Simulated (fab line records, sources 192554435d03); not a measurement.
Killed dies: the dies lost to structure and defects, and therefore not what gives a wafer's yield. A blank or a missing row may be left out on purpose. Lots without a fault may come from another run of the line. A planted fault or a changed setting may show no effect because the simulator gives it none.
Matching of chambers	flow n5Finfet	N5_BEOL_M14_DESCUM_33 on rieDiel-03: 4 sister chambers
The step chemistry O2, time 7.9 s. 8 wafers are shown with their chamber, then 10 later ones without.

## WAFERS WITH THEIR CHAMBER
wafer	chamber	showerheadPlenumPTorr (Torr)	drypumpMotorCurrentA (A)
L078.5	0	2.13	5.9
L082.4	2	2.12	5.4
L081.1	2	2.12	5.3
L081.3	0	2.13	5.9
L084.4	1	2.03	6.0
L084.5	3	2.03	5.7
L085.1	1	2.02	6.0
L085.4	3	2.03	5.7

## WAFERS MISSING THEIR CHAMBER
wafer	showerheadPlenumPTorr (Torr)	drypumpMotorCurrentA (A)
L085.5	2.11	5.3
L093.2	2.02	6.0
L093.5	2.02	6.0
L093.6	2.11	5.3
L094.1	2.03	5.7
L094.4	2.02	6.0
L094.6	2.03	5.7
L097.1	2.01	6.0
L097.2	2.11	5.9
L097.6	2.02	5.7

## EACH ONE'S CHAMBER
wafer	from the rows above	in truth
L085.5	2	2
L093.2	1	1
L093.5	1	1
L093.6	2	2
L094.1	3	3
L094.4	1	1
L094.6	3	3
L097.1	1	1
L097.2	0	0
L097.6	3	3
Placed correctly: 10 of 10. Not placeable from these rows: 0. 0 placed wrongly.
How it was worked out, from the rows above alone: a wafer's distance from a chamber is the root of the sum, over the readings, of the square of ((its reading less the chamber's mean) divided by the reading's scatter). If the next closest chamber is less than 2 further off than the closest, the wafer can't be placed; otherwise it belongs to the closest. Each chamber's mean is taken over the wafers shown for it. How the scatter is found: for the shown wafers, subtract from each reading the mean of its chamber, square and add these, divide the total by (wafers less chambers), then take the root.
